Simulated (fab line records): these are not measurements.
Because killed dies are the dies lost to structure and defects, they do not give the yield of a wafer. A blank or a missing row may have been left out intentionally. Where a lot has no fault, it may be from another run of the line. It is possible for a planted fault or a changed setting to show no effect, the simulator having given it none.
fab line records ; flow n5Finfet
record lots=7; wafers=21
route steps=1938 shown HKMG_FIN@392 MOL_CONTACT_COAG@537 BEOL_M0@721 BEOL_M1@797
startH: start of the lot's first displayed wafer, in hours after the record's first day ; waitH: how many hours have passed since the lot's step before this one ; " repeats the value in the row above ; L1.1+2: a single row standing in for several wafers ; - no value, or no start given ; * or withheld: withheld ; < > ~ a bound
route shown NAME@n: names a module that has steps shown in the file, with the first one's number in the route ; usual: mean/standard deviation taken from wafers without a fault ; same: alike in all rows ; chamber/n: place in a boat ; sites: per-site readings ; _std_site: their standard deviation ; _edge_site: the outer-site mean with the inner-site mean subtracted ; radiusMm: how far each site lies from the wafer's centre ; mask NAME#n: copy n ; behind: tool/chamber where the wafer was last shaped ; hold: reason for holding the lot/hours on hold/outcome of the hold ; device: transistor that didn't switch, given as n, p or np ; end of line: the tests these same wafers got at the end of their route ; a step given without rows: its recipe and nothing more ; killed: the dies lost at the first sort to structure and to defects; this is not the yield of the wafer ; map: per-die view of a wafer (x killed, . not killed, _ where there is no die)
set.NAME: the setting as run; set.NAME@STEP: as run at that earlier step ; model.NAME: the simulator's own value behind a step, which no gauge read
lots with deliberately changed settings; one table per step, one row per wafer
## steps
# step N5_HKMG_FIN_COAT_43
# recipe resist=CAR-ArF; spinRpm=1500; resistThkNm=90
lot.wafer;tool;chamber;startH;waitH;set.spinRpm;model.CAR-ArF_of_HKMG_FIN_COAT_43.thkNm
L075.1;lithoTrack-04;0;-;-;1500;90.2
L075.3;lithoTrack-04;0;-;-;1500;89.8
L075.6;lithoTrack-04;0;-;-;1500;90
L079.2;lithoTrack-02;0;-;-;1500;90.4
L079.3+5;lithoTrack-02;0;-;-;1500;90.2
L082.1;lithoTrack-02;0;-;-;1500;90
L082.2+5;lithoTrack-02;0;-;-;1500;89.8
L083.2;lithoTrack-04;0;-;-;1500;90.2
L083.3;lithoTrack-04;0;-;-;1500;89.8
L083.4;lithoTrack-04;0;-;-;1344;95.2
L086.2;lithoTrack-04;0;-;-;1500;89.8
L086.5;lithoTrack-04;0;-;-;1500;90
L086.6;lithoTrack-04;0;-;-;1601;87
L092.2;lithoTrack-02;0;-;-;1500;90.4
L092.5;lithoTrack-02;0;-;-;1591;87.8
L092.6;lithoTrack-02;0;-;-;1500;90.2
L097.2;lithoTrack-05;0;-;-;1500;90.2
L097.4;lithoTrack-05;0;-;-;1500;89.8
L097.5;lithoTrack-05;0;-;-;1620;86.8
# step N5_HKMG_FIN_EBR_45
# recipe solvent=PGMEA; ebrWidthMm=1.5
# step N5_HKMG_FIN_SOFTBAKE_44
# recipe tempC=110; timeS=60; resist=CAR-ArF
# step N5_HKMG_FIN_EXPOSE_46
# recipe maskId=NDIPOLE; na=1.35; sourceShape=conventional; sigmaOuter=0.8; polarization=unpolarized; doseMj=40
# step N5_HKMG_FIN_PEB_47
# recipe pebTempC=withheld; pebTimeS=60; resist=CAR-ArF
# step N5_HKMG_FIN_DEVELOP_48
# recipe developTimeS=30; developer=TMAH; resist=CAR-ArF; rinseLiquid=diw; dry=airSpin; devTempC=23
lot.wafer;tool;chamber;startH;waitH;set.spinRpm@HKMG_FIN_COAT_43;model.CAR-ArF_of_HKMG_FIN_COAT_43.thkNm
L075.1;lithoTrack-05;0;-;-;1500;88.4
L075.3;lithoTrack-05;0;-;-;1500;88
L075.6;lithoTrack-05;0;-;-;1500;88.2
L079.2;lithoTrack-04;0;-;-;1500;88.8
L079.3;lithoTrack-04;0;-;-;1500;88.6
L079.5;lithoTrack-04;0;-;-;1500;88.4
L082.1;lithoTrack-04;0;-;-;1500;88.4
L082.2;lithoTrack-04;0;-;-;1500;88
L082.5;lithoTrack-04;0;-;-;1500;88.2
L083.2;lithoTrack-04;0;-;-;1500;88.6
L083.3;lithoTrack-04;0;-;-;1500;88.2
L083.4;lithoTrack-04;0;-;-;1344;93.4
L086.2+5;lithoTrack-02;0;-;-;1500;88.2
L086.6;lithoTrack-02;0;-;-;1601;85.2
L092.2;lithoTrack-05;0;-;-;1500;88.6
L092.5;lithoTrack-05;0;-;-;1591;86
L092.6;lithoTrack-05;0;-;-;1500;88.4
L097.2;lithoTrack-02;0;-;-;1500;88.6
L097.4;lithoTrack-02;0;-;-;1500;88
L097.5;lithoTrack-02;0;-;-;1620;85.2
# step N5_MOL_CONTACT_COAG_ETCH_15
# recipe chemistry=CH3F/O2; target=SiNx; targetDepthA=70; maskMaterial=SOC; stopOn=Si:P; overEtchFrac=0.75; ionEnergyEv=120; pressureMtorr=30; sourceW=395; biasW=73; Ar_flow_sccm=150; CH3F_flow_sccm=30; O2_flow_sccm=20
# usual rfVppV=295/5.1
lot.wafer;tool;chamber;startH;waitH;set.sourceW;rfVppV
L075.1;rieDiel-04;2;95.21;0.0;395;291
L075.3;rieDiel-04;3;95.21;0.0;395;296
L075.6;rieDiel-04;0;95.21;0.0;395;299
L079.2;rieDiel-04;3;118.57;0.0;466;275
L079.3;rieDiel-04;2;118.57;0.0;395;293
L079.5;rieDiel-04;1;118.57;0.0;466;268
L082.1;rieDiel-04;1;137.87;0.0;395;286
L082.2;rieDiel-04;3;137.87;0.0;395;294
L082.5;rieDiel-04;2;137.87;0.0;395;292
L083.2;rieDiel-02;2;140.75;0.0;395;287
L083.3;rieDiel-02;3;140.75;0.0;395;297
L083.4;rieDiel-02;1;140.75;0.0;395;296
L086.2;rieDiel-02;1;161.07;0.0;395;297
L086.5;rieDiel-02;2;161.07;0.0;395;287
L086.6;rieDiel-02;3;161.07;0.0;437.4;283
L092.2;rieDiel-04;2;196.15;0.0;395;293
L092.5;rieDiel-04;3;196.15;0.0;343.5;317
L092.6;rieDiel-04;0;196.15;0.0;343.5;324
L097.2;rieDiel-02;0;227.20;0.0;329;319
L097.4;rieDiel-02;2;227.20;0.0;395;286
L097.5;rieDiel-02;0;227.20;0.0;329;321
# step N5_MOL_CONTACT_COAG_ETCH_110
# recipe chemistry=CF4/O2; target=Si; targetDepthA=25; timeS=8; pressureMtorr=100; sourceW=200; biasW=12; ionEnergyEv=60; Ar_flow_sccm=100; cf4FlowSccm=100; O2_flow_sccm=10
# usual rfVppV=126.5/2.5
lot.wafer;tool;chamber;startH;waitH;set.biasW;rfVppV
L075.1;rieDiel-04;2;95.27;0.0;12;127.2
L075.3;rieDiel-04;3;95.27;0.0;12;124.2
L075.6;rieDiel-04;0;95.27;0.0;12;127.2
L079.2;rieDiel-04;3;118.63;0.0;12;125.9
L079.3;rieDiel-04;2;118.63;0.0;12;124.6
L079.5;rieDiel-04;1;118.63;0.0;12;122.7
L082.1;rieDiel-04;1;137.93;0.0;12;123.9
L082.2;rieDiel-04;3;137.93;0.0;12;126.6
L082.5;rieDiel-04;2;137.93;0.0;12;125.1
L083.2;rieDiel-02;2;140.81;0.0;10.96;113.5
L083.3;rieDiel-02;3;140.81;0.0;12;127.8
L083.4;rieDiel-02;1;140.81;0.0;10.96;117.1
L086.2;rieDiel-02;1;161.13;0.0;12;128.5
L086.5;rieDiel-02;2;161.13;0.0;12;122.0
L086.6;rieDiel-02;3;161.13;0.0;13;135.9
L092.2;rieDiel-04;2;196.21;0.0;12;124.6
L092.5;rieDiel-04;3;196.21;0.0;12;128.1
L092.6;rieDiel-04;0;196.21;0.0;12;130.0
L097.2;rieDiel-02;0;227.26;0.0;12;124.7
L097.4;rieDiel-02;2;227.26;0.0;12;121.9
L097.5;rieDiel-02;0;227.26;0.0;12;126.0
# step N5_MOL_CONTACT_COAG_COAT_62
# recipe resist=SOC; tempC=250; timeS=60; spinRpm=1500; resistThkNm=60
lot.wafer;tool;chamber;startH;waitH;set.spinRpm;model.SOC_of_MOL_CONTACT_COAG_COAT_62.thkNm
L075.1;lithoTrack-05;0;106.24;0.0;1500;60
L075.3;lithoTrack-05;0;106.24;0.0;1500;59.8
L075.6;lithoTrack-05;0;106.24;0.0;1500;60.2
L079.2;lithoTrack-01;0;129.34;0.0;1500;59.8
L079.3+5;lithoTrack-01;0;129.34;0.0;1500;60
L082.1;lithoTrack-05;0;148.08;0.0;1500;59.8
L082.2;lithoTrack-05;0;148.08;0.0;1640;57.2
L082.5;lithoTrack-05;0;148.08;0.0;1500;59.6
L083.2+4;lithoTrack-01;0;154.88;0.0;1500;60
L083.3;lithoTrack-01;0;154.88;0.0;1500;60.2
L086.2+6;lithoTrack-05;0;172.02;0.0;1500;59.8
L086.5;lithoTrack-05;0;172.02;0.0;1628;57.6
L092.2;lithoTrack-01;0;208.04;0.0;1500;60
L092.5;lithoTrack-01;0;208.04;0.0;1500;59.8
L092.6;lithoTrack-01;0;208.04;0.0;1450;61
L097.2+4+5;lithoTrack-01;0;237.58;0.0;1500;59.8
# step N5_MOL_CONTACT_COAG_EXPOSE_37
# recipe maskId=VD; na=0.33; sourceShape=annular; sigmaInner=0.3; sigmaOuter=0.7; polarization=unpolarized; defocusNm=0; doseMj=62
lot.wafer;tool;chamber;startH;waitH;mask;set.doseMj
L075.1+3+6;euvScanner-02;0;106.38;-;VD#0;62
L079.2+3+5;euvScanner-01;0;129.61;-;VD#0;62
L082.1;euvScanner-01;0;148.22;-;VD#0;64.68
L082.2+5;euvScanner-01;0;148.22;-;VD#0;62
L083.2+4;euvScanner-02;0;155.15;-;VD#0;57.78
L083.3;euvScanner-02;0;155.15;-;VD#0;62
L086.2+5+6;euvScanner-01;0;172.17;-;VD#0;62
L092.2;euvScanner-02;0;208.32;-;VD#0;59.68
L092.5+6;euvScanner-02;0;208.32;-;VD#0;62
L097.2;euvScanner-01;0;237.72;-;VD#0;62
L097.4+5;euvScanner-01;0;237.72;-;VD#0;58.6
# step N5_MOL_CONTACT_COAG_PEB_38
# recipe pebTempC=100; pebTimeS=60; resist=CAR-EUV
# step N5_MOL_CONTACT_COAG_DEVELOP_39
# recipe developTimeS=30; developer=TMAH; resist=CAR-EUV; rinseLiquid=surfactantRinse; dry=airSpin; devTempC=23
# step N5_MOL_CONTACT_COAG_ALD_133
# recipe material=SiO2; targetThkA=50; tempC=100; aldPrecursorFamily=BDEAS; aldCoReactant=O2-plasma; pulseTimeS=1; coReactantPulseTimeS=1; purgeTimeS=2; coReactantPurgeTimeS=2; aldCycles=35; pressureTorr=2
# step N5_MOL_CONTACT_COAG_ETCHBACK_134
# recipe chemistry=CHF3; target=SiO2; targetDepthA=100; timeS=6.7; ionEnergyEv=200; pressureMtorr=30; sourceW=610; biasW=170; Ar_flow_sccm=200; CHF3_flow_sccm=50
# step N5_MOL_CONTACT_COAG_ETCH_67
# recipe chemistry=N2/H2; target=SOC; targetDepthA=600; overetchA=210; maskMaterial=SiARC; tempC=40; timeS=101.2; ionEnergyEv=200; pressureMtorr=30; sourceW=840; biasW=150; n2FlowSccm=200; h2FlowSccm=200
lot.wafer;tool;chamber;startH;waitH;set.spinRpm@MOL_CONTACT_COAG_COAT_62;model.etch.depthNm
L075.1;rieDiel-01;0;106.99;0.0;1500;60.02
L075.3;rieDiel-01;1;106.99;0.0;1500;59.86
L075.6;rieDiel-01;3;106.99;0.0;1500;60.14
L079.2;rieDiel-01;0;130.30;0.0;1500;59.8
L079.3;rieDiel-01;3;130.30;0.0;1500;60.04
L079.5;rieDiel-01;3;130.30;0.0;1500;59.99
L082.1;rieDiel-04;2;148.83;0.0;1500;59.76
L082.2;rieDiel-04;3;148.83;0.0;1640;57.12
L082.5;rieDiel-04;3;148.83;0.0;1500;59.61
L083.2;rieDiel-01;0;156.36;0.0;1500;59.93
L083.3;rieDiel-01;3;156.36;0.0;1500;60.15
L083.4;rieDiel-01;1;156.36;0.0;1500;60.02
L086.2;rieDiel-04;0;173.50;0.0;1500;59.84
L086.5;rieDiel-04;2;173.50;0.0;1628;57.53
L086.6;rieDiel-04;1;173.50;0.0;1500;59.82
L092.2;rieDiel-02;3;208.92;0.0;1500;60.06
L092.5;rieDiel-02;2;208.92;0.0;1500;59.84
L092.6;rieDiel-02;1;208.92;0.0;1450;60.99
L097.2;rieDiel-01;1;238.34;0.0;1500;59.79
L097.4;rieDiel-01;0;238.34;0.0;1500;59.9
L097.5;rieDiel-01;2;238.34;0.0;1500;59.87
# step N5_MOL_CONTACT_COAG_STRIP_68
# recipe chemistry=N2/H2; tempC=40; n2FlowSccm=200; h2FlowSccm=200; rfFrequencyHz=6e+07
# step N5_MOL_CONTACT_COAG_STRIP_69
# recipe chemistry=N2/H2; tempC=40; n2FlowSccm=200; h2FlowSccm=200; rfFrequencyHz=6e+07
# step N5_MOL_CONTACT_COAG_ETCHBACK_136
# recipe chemistry=CHF3; target=SiO2; targetDepthA=250; timeS=16.7; ionEnergyEv=200; pressureMtorr=30; sourceW=610; biasW=170; Ar_flow_sccm=200; CHF3_flow_sccm=50
# step N5_MOL_CONTACT_COAG_STRIP_120
# recipe chemistry=CHF3; resist=SiARC; rfFrequencyHz=6e+07
# step N5_MOL_CONTACT_COAG_VIA_ETCH_117
# recipe chemistry=C4F6/O2; targetDepthA=400; overetchA=80; maskMaterial=SOC; target=SiO2; biasW=455; pressureMtorr=10; timeS=26; sourceW=325; Ar_flow_sccm=300; C4F6_flow_sccm=10; O2_flow_sccm=10; ionEnergyEv=575.3; ends=endPoint
lot.wafer;tool;chamber;startH;waitH;set.spinRpm@MOL_CONTACT_COAG_COAT_62;model.SOC_of_MOL_CONTACT_COAG_COAT_62.thkNm
L075.1+6;rieDiel-01;0,3;107.12;0.0;1500;51.4
L075.3;rieDiel-01;1;107.12;0.0;1500;51.2
L079.2+5;rieDiel-01;0,3;130.42;0.0;1500;51.2
L079.3;rieDiel-01;3;130.42;0.0;1500;51.4
L082.1;rieDiel-04;2;148.96;0.0;1500;51.4
L082.2;rieDiel-04;3;148.96;0.0;1640;48.6
L082.5;rieDiel-04;3;148.96;0.0;1500;51.2
L083.2+4;rieDiel-01;0,1;156.48;0.0;1500;51.4
L083.3;rieDiel-01;3;156.48;0.0;1500;51.6
L086.2;rieDiel-04;0;173.63;0.0;1500;51.2
L086.5;rieDiel-04;2;173.63;0.0;1628;49
L086.6;rieDiel-04;1;173.63;0.0;1500;51.6
L092.2;rieDiel-02;3;209.05;0.0;1500;51.8
L092.5;rieDiel-02;2;209.05;0.0;1500;51.6
L092.6;rieDiel-02;1;209.05;0.0;1450;52.4
L097.2+5;rieDiel-01;1,2;238.47;0.0;1500;51.2
L097.4;rieDiel-01;0;238.47;0.0;1500;51.4
# step N5_MOL_CONTACT_COAG_ETCH_124
# recipe chemistry=CH3F/O2; target=SiNx; targetDepthA=65; maskMaterial=SOC; stopOn=SiOC; overEtchFrac=0.3; ionEnergyEv=120; pressureMtorr=30; sourceW=395; biasW=73; Ar_flow_sccm=150; CH3F_flow_sccm=30; O2_flow_sccm=20; ends=endPoint
# step N5_MOL_CONTACT_COAG_ETCH_48
# recipe chemistry=C4F6/O2; targetDepthA=150; overetchA=45; maskMaterial=SOC; target=SiOC; biasW=465; pressureMtorr=10; timeS=17; sourceW=335; Ar_flow_sccm=300; C4F6_flow_sccm=10; O2_flow_sccm=10; ionEnergyEv=576
# step N5_MOL_CONTACT_COAG_PRECLEAN_138
# recipe chemistry=alkalineClean; tempC=60; timeS=60; doPpb=50
# step N5_MOL_CONTACT_COAG_SRD_139
# recipe dry=ipaMarangoni; timeS=30; tempC=23; rinseLiquid=diw
# step N5_MOL_CONTACT_COAG_CD_MEAS_101
# recipe targetCdNm=16
# usual cdNm=16.1/0.36
lot.wafer;tool;chamber;startH;waitH;set.doseMj@MOL_CONTACT_COAG_EXPOSE_37;cdNm
L075.1;cdSem-01;-;107.47;0.0;62;16.3
L075.3;cdSem-01;-;107.47;0.0;62;16.5
L075.6;cdSem-01;-;107.47;0.0;62;16.0
L079.2;cdSem-02;-;130.83;0.0;62;16.1
L079.3;cdSem-02;-;130.83;0.0;62;16.8
L079.5;cdSem-02;-;130.83;0.0;62;16.3
L082.1;cdSem-03;-;149.31;0.0;64.68;16.9
L082.2;cdSem-03;-;149.31;0.0;62;16.4
L082.5;cdSem-03;-;149.31;0.0;62;16.4
L083.2;cdSem-03;-;156.94;0.0;57.78;14.8
L083.3;cdSem-03;-;156.94;0.0;62;16.3
L083.4;cdSem-03;-;156.94;0.0;57.78;14.8
L086.2;cdSem-01;-;173.98;0.0;62;15.8
L086.5;cdSem-01;-;173.98;0.0;62;15.8
L086.6;cdSem-01;-;173.98;0.0;62;15.9
L092.2;cdSem-03;-;209.40;0.0;59.68;15.3
L092.5;cdSem-03;-;209.40;0.0;62;15.6
L092.6;cdSem-03;-;209.40;0.0;62;16.2
L097.2;cdSem-02;-;238.84;0.0;62;15.9
L097.4;cdSem-02;-;238.84;0.0;58.6;14.7
L097.5;cdSem-02;-;238.84;0.0;58.6;14.8
# step N5_BEOL_M0_TRENCH_ETCH_107
# recipe chemistry=C4F6/O2; targetDepthA=328; target=SiOC; timeS=16.4; ionEnergyEv=250; pressureMtorr=30; sourceW=355; biasW=185; Ar_flow_sccm=300; C4F6_flow_sccm=10; O2_flow_sccm=10
lot.wafer;tool;chamber;startH;waitH;set.targetDepthA;model.BEOL_M0.featureDepthNm
L075.1;rieDiel-04;2;123.02;0.0;328;32.8
L075.3+6;rieDiel-04;3;123.02;0.0;328;33.2
L079.2;rieDiel-04;1;144.11;0.0;328;31.8
L079.3;rieDiel-04;0;144.11;0.0;328;32.8
L079.5;rieDiel-04;0;144.11;0.0;296.9;29.6
L082.1;rieDiel-04;1;163.29;0.0;328;31.4
L082.2;rieDiel-04;3;163.29;0.0;309.7;31
L082.5;rieDiel-04;2;163.29;0.0;309.7;30.6
L083.2;rieDiel-01;0;173.01;0.0;328;32.6
L083.3;rieDiel-01;3;173.01;0.0;364.5;37
L083.4;rieDiel-01;1;173.01;0.0;364.5;36.6
L086.2;rieDiel-04;2;191.08;0.0;328;32.6
L086.5;rieDiel-04;2;191.08;0.0;293.9;29
L086.6;rieDiel-04;3;191.08;0.0;328;33
L092.2;rieDiel-02;0;224.03;0.0;328;33.2
L092.5;rieDiel-02;2;224.03;0.0;328;32
L092.6;rieDiel-02;0;224.03;0.0;328;32.8
L097.2;rieDiel-02;3;258.72;0.0;328;34
L097.4;rieDiel-02;3;258.72;0.0;328;33.8
L097.5;rieDiel-02;1;258.72;0.0;354.1;35.8
# step N5_BEOL_M0_STRIP_142
# recipe chemistry=N2/H2; timeS=10; powerW=450; tempC=40; pressureMtorr=20; rfFrequencyHz=6e+07; biasPowerW=7; n2FlowSccm=200; h2FlowSccm=200
# step N5_BEOL_M0_OCD_MEAS_108
# usual trenchDepthNm=32.7/0.66
lot.wafer;tool;chamber;startH;waitH;set.targetDepthA@BEOL_M0_TRENCH_ETCH_107;trenchDepthNm
L075.1;ocd-02;-;123.12;0.1;328;32.9
L075.3;ocd-02;-;123.12;0.1;328;33.8
L075.6;ocd-02;-;123.12;0.1;328;33.0
L079.2;ocd-02;-;144.22;0.1;328;32.0
L079.3;ocd-02;-;144.22;0.1;328;32.6
L079.5;ocd-02;-;144.22;0.1;296.9;29.3
L082.1;ocd-01;-;163.40;0.1;328;31.5
L082.2;ocd-01;-;163.40;0.1;309.7;31.2
L082.5;ocd-01;-;163.40;0.1;309.7;30.8
L083.2;ocd-01;-;173.12;0.1;328;32.5
L083.3;ocd-01;-;173.12;0.1;364.5;37.2
L083.4;ocd-01;-;173.12;0.1;364.5;36.8
L086.2;ocd-02;-;191.19;0.1;328;33.0
L086.5;ocd-02;-;191.19;0.1;293.9;28.6
L086.6;ocd-02;-;191.19;0.1;328;32.6
L092.2;ocd-01;-;224.14;0.1;328;32.9
L092.5;ocd-01;-;224.14;0.1;328;32.3
L092.6;ocd-01;-;224.14;0.1;328;32.7
L097.2;ocd-02;-;258.82;0.1;328;33.6
L097.4;ocd-02;-;258.82;0.1;328;34.1
L097.5;ocd-02;-;258.82;0.1;354.1;35.4
# step N5_BEOL_M1_VIA_ETCH_34
# recipe chemistry=C4F6/O2; targetDepthA=678; maskMaterial=SOC; pressureMtorr=15; ionEnergyEv=250; taperDeg=4; timeS=64.4; sourceW=350; biasW=170; Ar_flow_sccm=300; C4F6_flow_sccm=10; O2_flow_sccm=10
# usual rfVppV=665/14
lot.wafer;tool;chamber;startH;waitH;set.biasW;rfVppV
L075.1;rieDiel-03;0;139.28;0.0;170;681
L075.3;rieDiel-03;3;139.28;0.0;170;653
L075.6;rieDiel-03;0;139.28;0.0;170;681
L079.2;rieDiel-05;2;163.71;0.0;191.7;725
L079.3;rieDiel-05;3;163.71;0.0;191.7;744
L079.5;rieDiel-05;3;163.71;0.0;170;677
L082.1;rieDiel-05;1;181.68;0.0;170;681
L082.2;rieDiel-05;0;181.68;0.0;170;650
L082.5;rieDiel-05;2;181.68;0.0;170;658
L083.2;rieDiel-06;1;187.22;0.0;170;667
L083.3;rieDiel-06;2;187.22;0.0;170;651
L083.4;rieDiel-06;0;187.22;0.0;170;672
L086.2;rieDiel-06;1;207.07;0.0;170;668
L086.5;rieDiel-06;3;207.07;0.0;170;681
L086.6;rieDiel-06;0;207.07;0.0;170;671
L092.2;rieDiel-05;2;235.71;0.0;170;658
L092.5;rieDiel-05;0;235.71;0.0;198.5;735
L092.6;rieDiel-05;3;235.71;0.0;198.5;765
L097.2;rieDiel-03;3;266.07;0.0;170;654
L097.4;rieDiel-03;0;266.07;0.0;170;680
L097.5;rieDiel-03;2;266.07;0.0;170;670
# step N5_BEOL_M1_TRENCH_ETCH_37
# recipe chemistry=C4F6/O2; targetDepthA=552.07; target=SiOC; timeS=29; ionEnergyEv=250; pressureMtorr=30; sourceW=355; biasW=185; Ar_flow_sccm=300; C4F6_flow_sccm=10; O2_flow_sccm=10
lot.wafer;tool;chamber;startH;waitH;set.timeS;model.etch.depthNm;model.BEOL_M1.featureDepthNm
L075.1;rieDiel-03;0;-;-;29;55.7;55.6
L075.3;rieDiel-03;3;-;-;29;54.11;54.2
L075.6;rieDiel-03;0;-;-;29;55.69;55.6
L079.2;rieDiel-05;2;-;-;31.34;60.18;60.2
L079.3;rieDiel-05;3;-;-;29;55.1;55
L079.5;rieDiel-05;3;-;-;31.34;60.14;60.2
L082.1;rieDiel-05;1;-;-;29;55.61;55.6
L082.2;rieDiel-05;0;-;-;29;53.78;53.8
L082.5;rieDiel-05;2;-;-;23.32;44.48;44.4
L083.2;rieDiel-06;1;-;-;29;56.55;56.6
L083.3;rieDiel-06;2;-;-;30.99;58.59;58.6
L083.4;rieDiel-06;0;-;-;29;55.33;55.4
L086.2;rieDiel-06;1;-;-;29;55.91;56
L086.5;rieDiel-06;3;-;-;23.31;43.47;43.4
L086.6;rieDiel-06;0;-;-;23.31;43.95;44
L092.2;rieDiel-05;2;-;-;24.48;46.91;47
L092.5;rieDiel-05;0;-;-;24.48;44.4;44.4
L092.6;rieDiel-05;3;-;-;29;54.45;54.4
L097.2;rieDiel-03;3;-;-;29;53.65;53.6
L097.4;rieDiel-03;0;-;-;29;55.54;55.6
L097.5;rieDiel-03;2;-;-;29;55.58;55.6
# step N5_BEOL_M1_ETCH_41
# recipe chemistry=CH3F/O2; target=SiCN; targetDepthA=319; taperDeg=2; timeS=57.8; ionEnergyEv=120; maskMaterial=TiN; pressureMtorr=30; sourceW=395; biasW=75; Ar_flow_sccm=150; CH3F_flow_sccm=30; O2_flow_sccm=20
# step N5_BEOL_M1_STRIP_97
# recipe chemistry=N2/H2; timeS=10; powerW=450; tempC=40; pressureMtorr=20; rfFrequencyHz=6e+07; biasPowerW=7; n2FlowSccm=200; h2FlowSccm=200
# step N5_BEOL_M1_OCD_MEAS_38
# usual trenchDepthNm=55.0/1.1
lot.wafer;tool;chamber;startH;waitH;set.timeS@BEOL_M1_TRENCH_ETCH_37;trenchDepthNm
L075.1;ocd-01;-;139.54;-;29;55.8
L075.3;ocd-01;-;139.54;-;29;54.3
L075.6;ocd-01;-;139.54;-;29;55.5
L079.2;ocd-01;-;163.97;-;31.34;60.4
L079.3;ocd-01;-;163.97;-;29;55.1
L079.5;ocd-01;-;163.97;-;31.34;59.8
L082.1;ocd-02;-;181.94;-;29;55.4
L082.2;ocd-02;-;181.94;-;29;53.4
L082.5;ocd-02;-;181.94;-;23.32;44.4
L083.2;ocd-02;-;187.48;-;29;56.6
L083.3;ocd-02;-;187.48;-;30.99;58.5
L083.4;ocd-02;-;187.48;-;29;55.4
L086.2;ocd-01;-;207.33;-;29;56.0
L086.5;ocd-01;-;207.33;-;23.31;44.1
L086.6;ocd-01;-;207.33;-;23.31;43.6
L092.2;ocd-02;-;235.96;-;24.48;46.7
L092.5;ocd-02;-;235.96;-;24.48;44.5
L092.6;ocd-02;-;235.96;-;29;54.4
L097.2;ocd-01;-;266.33;-;29;53.9
L097.4;ocd-01;-;266.33;-;29;55.7
L097.5;ocd-01;-;266.33;-;29;55.9
## key
split step=N5_HKMG_FIN_COAT_43; setting=spinRpm; stated=1500; by=wafer
response step=N5_HKMG_FIN_COAT_43; reading=model.CAR-ArF_of_HKMG_FIN_COAT_43.thkNm; change=-0.45; per=1%; r=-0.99
response step=N5_HKMG_FIN_DEVELOP_48; reading=model.CAR-ArF_of_HKMG_FIN_COAT_43.thkNm; change=-0.441; per=1%; r=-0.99
split step=N5_MOL_CONTACT_COAG_ETCH_15; setting=sourceW; stated=395; by=wafer
response step=N5_MOL_CONTACT_COAG_ETCH_15; reading=rfVppV; change=-1.58; per=1%; r=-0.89
split step=N5_MOL_CONTACT_COAG_ETCH_110; setting=biasW; stated=12; by=wafer
response step=N5_MOL_CONTACT_COAG_ETCH_110; reading=rfVppV; change=+1.36; per=1%; r=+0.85
split step=N5_MOL_CONTACT_COAG_COAT_62; setting=spinRpm; stated=1500; by=wafer
response step=N5_MOL_CONTACT_COAG_COAT_62; reading=model.SOC_of_MOL_CONTACT_COAG_COAT_62.thkNm; change=-0.268; per=1%; r=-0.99
response step=N5_MOL_CONTACT_COAG_ETCH_67; reading=model.etch.depthNm; change=-0.275; per=1%; r=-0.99
response step=N5_MOL_CONTACT_COAG_VIA_ETCH_117; reading=model.SOC_of_MOL_CONTACT_COAG_COAT_62.thkNm; change=-0.281; per=1%; r=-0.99
split step=N5_MOL_CONTACT_COAG_EXPOSE_37; setting=doseMj; stated=62; by=wafer
response step=N5_MOL_CONTACT_COAG_CD_MEAS_101; reading=cdNm; change=+0.194; per=1%; r=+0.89
split step=N5_BEOL_M0_TRENCH_ETCH_107; setting=targetDepthA; stated=328; by=wafer
response step=N5_BEOL_M0_TRENCH_ETCH_107; reading=model.BEOL_M0.featureDepthNm; change=+0.313; per=1%; r=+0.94
response step=N5_BEOL_M0_OCD_MEAS_108; reading=trenchDepthNm; change=+0.329; per=1%; r=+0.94
split step=N5_BEOL_M1_VIA_ETCH_34; setting=biasW; stated=170; by=wafer
response step=N5_BEOL_M1_VIA_ETCH_34; reading=rfVppV; change=+5.12; per=1%; r=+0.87
split step=N5_BEOL_M1_TRENCH_ETCH_37; setting=timeS; stated=29; by=wafer
response step=N5_BEOL_M1_TRENCH_ETCH_37; reading=model.etch.depthNm; change=+0.566; per=1%; r=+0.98
response step=N5_BEOL_M1_TRENCH_ETCH_37; reading=model.BEOL_M1.featureDepthNm; change=+0.568; per=1%; r=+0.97
response step=N5_BEOL_M1_OCD_MEAS_38; reading=trenchDepthNm; change=+0.56; per=1%; r=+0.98
